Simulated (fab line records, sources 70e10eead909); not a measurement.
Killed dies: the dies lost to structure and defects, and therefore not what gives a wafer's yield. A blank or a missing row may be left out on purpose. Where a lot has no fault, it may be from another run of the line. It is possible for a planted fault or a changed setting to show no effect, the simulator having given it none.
Matching of chambers / flow nand_harc / pecvd-02 running NHARC_P_M1_DEP_33: 3 sister chambers
The step deposits SiCN, target thk 30 nm. 3 wafers are shown with their chamber, then 12 later ones without.

## WAFERS, EACH WITH ITS CHAMBER
wafer=L086.6; chamber=1; heater_power_w (W)=614
wafer=L087.5; chamber=2; heater_power_w (W)=645
wafer=L087.6; chamber=0; heater_power_w (W)=481

## WAFERS MISSING THEIR CHAMBER
wafer=L088.1; heater_power_w (W)=443
wafer=L088.3; heater_power_w (W)=637
wafer=L088.4; heater_power_w (W)=623
wafer=L090.2; heater_power_w (W)=618
wafer=L090.4; heater_power_w (W)=601
wafer=L090.6; heater_power_w (W)=456
wafer=L091.2; heater_power_w (W)=660
wafer=L091.4; heater_power_w (W)=590
wafer=L091.6; heater_power_w (W)=664
wafer=L094.4; heater_power_w (W)=604
wafer=L094.5; heater_power_w (W)=579
wafer=L094.6; heater_power_w (W)=474

## WHICH CHAMBER EACH ONE RAN IN
wafer=L088.1; from the rows above=0; in truth=0
wafer=L088.3; from the rows above=can't be placed: 2 or 1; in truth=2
wafer=L088.4; from the rows above=can't be placed: 1 or 2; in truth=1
wafer=L090.2; from the rows above=can't be placed: 1 or 2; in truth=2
wafer=L090.4; from the rows above=can't be placed: 1 or 2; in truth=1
wafer=L090.6; from the rows above=0; in truth=0
wafer=L091.2; from the rows above=can't be placed: 2 or 1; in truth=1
wafer=L091.4; from the rows above=can't be placed: 1 or 2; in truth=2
wafer=L091.6; from the rows above=can't be placed: 2 or 1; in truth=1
wafer=L094.4; from the rows above=can't be placed: 1 or 2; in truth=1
wafer=L094.5; from the rows above=can't be placed: 1 or 2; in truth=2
wafer=L094.6; from the rows above=0; in truth=0
3 of 12 placed correctly. These rows do not allow placing 9 (true chamber among the candidates in 9). Wrongly placed: 0.
How it was worked out, from the rows above alone: a wafer's distance from a chamber is the root of the sum, over the readings, of the square of ((its reading less the chamber's mean) divided by the reading's scatter). If the next closest chamber is less than 2 further off than the closest, the wafer can't be placed; otherwise it belongs to the closest. The mean given for a chamber averages the wafers shown for that chamber. The scatter: with one shown wafer a chamber, the root of the mean of the squares of how far each hidden wafer lies from its nearest shown one.
